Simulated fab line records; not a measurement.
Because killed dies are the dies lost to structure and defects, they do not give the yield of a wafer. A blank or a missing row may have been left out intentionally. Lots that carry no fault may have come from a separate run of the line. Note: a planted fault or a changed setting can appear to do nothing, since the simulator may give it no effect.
Matching of chambers / flow nand-harc / NHARC_A_STAIRCASE_DEP_325 on pecvd-03: 3 sister chambers
The step deposits SiO2, target thk 7200 nm. 16 wafers are shown with their chamber, then 8 later ones without.

## WAFERS WITH THEIR CHAMBER
wafer=L285.3; chamber=2; heater-power-w (W)=687; mfc-precursor-sccm (sccm)=200.8
wafer=L285.4; chamber=2; heater-power-w (W)=536; mfc-precursor-sccm (sccm)=199.5
wafer=L285.6; chamber=1; heater-power-w (W)=547; mfc-precursor-sccm (sccm)=199.3
wafer=L287.4; chamber=1; heater-power-w (W)=567; mfc-precursor-sccm (sccm)=200.6
wafer=L287.5; chamber=2; heater-power-w (W)=543; mfc-precursor-sccm (sccm)=200.5
wafer=L287.6; chamber=0; heater-power-w (W)=643; mfc-precursor-sccm (sccm)=199.8
wafer=L291.1; chamber=0; heater-power-w (W)=702; mfc-precursor-sccm (sccm)=199.2
wafer=L291.4; chamber=1; heater-power-w (W)=561; mfc-precursor-sccm (sccm)=199.7
wafer=L291.5; chamber=2; heater-power-w (W)=542; mfc-precursor-sccm (sccm)=199.9
wafer=L292.1; chamber=1; heater-power-w (W)=627; mfc-precursor-sccm (sccm)=198.9
wafer=L292.2; chamber=2; heater-power-w (W)=652; mfc-precursor-sccm (sccm)=199.3
wafer=L292.4; chamber=2; heater-power-w (W)=538; mfc-precursor-sccm (sccm)=200.9
wafer=L297.3; chamber=2; heater-power-w (W)=623; mfc-precursor-sccm (sccm)=200.6
wafer=L297.4; chamber=2; heater-power-w (W)=543; mfc-precursor-sccm (sccm)=200.9
wafer=L297.6; chamber=0; heater-power-w (W)=659; mfc-precursor-sccm (sccm)=199.9
wafer=L298.2; chamber=1; heater-power-w (W)=657; mfc-precursor-sccm (sccm)=199.8

SIGNATURES (averages over the wafers above)
reading=heater-power-w; chamber 0=668.00; chamber 1=591.80; chamber 2=583.00; scatter within a chamber=53.5
reading=mfc-precursor-sccm; chamber 0=199.633; chamber 1=199.660; chamber 2=200.300; scatter within a chamber=0.608
Rule: a wafer lies at a distance from a chamber equal to the root of the sum of squares, over the readings, of (its reading less the chamber's mean, divided by the reading's scatter). If the next closest chamber is less than 2 further off than the closest, the wafer can't be placed; otherwise it belongs to the closest. The scatter: take each reading less its chamber's mean, square it, sum over the shown wafers, divide by the number of wafers less the number of chambers, and take the root.

## WAFERS WITH NO CHAMBER GIVEN
wafer=L298.4; heater-power-w (W)=529; mfc-precursor-sccm (sccm)=200.2
wafer=L298.6; heater-power-w (W)=660; mfc-precursor-sccm (sccm)=200.9
wafer=L306.1; heater-power-w (W)=714; mfc-precursor-sccm (sccm)=200.1
wafer=L306.2; heater-power-w (W)=627; mfc-precursor-sccm (sccm)=199.6
wafer=L306.6; heater-power-w (W)=635; mfc-precursor-sccm (sccm)=199.2
wafer=L308.1; heater-power-w (W)=725; mfc-precursor-sccm (sccm)=200.3
wafer=L308.2; heater-power-w (W)=637; mfc-precursor-sccm (sccm)=199.9
wafer=L308.5; heater-power-w (W)=658; mfc-precursor-sccm (sccm)=200.4

## EACH ONE'S CHAMBER
wafer=L298.4; from the rows above=can't be placed: 2 or 1 or 0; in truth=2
wafer=L298.6; from the rows above=can't be placed: 2 or 0 or 1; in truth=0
wafer=L306.1; from the rows above=can't be placed: 0 or 1 or 2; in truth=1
wafer=L306.2; from the rows above=can't be placed: 1 or 0 or 2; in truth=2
wafer=L306.6; from the rows above=can't be placed: 0 or 1 or 2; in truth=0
wafer=L308.1; from the rows above=can't be placed: 0 or 2 or 1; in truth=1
wafer=L308.2; from the rows above=can't be placed: 0 or 1 or 2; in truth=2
wafer=L308.5; from the rows above=can't be placed: 0 or 2 or 1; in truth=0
Placed correctly: 0 of 8. Unplaceable from these rows: 8, with the true chamber sitting among the candidates in 8. 0 placed wrongly.
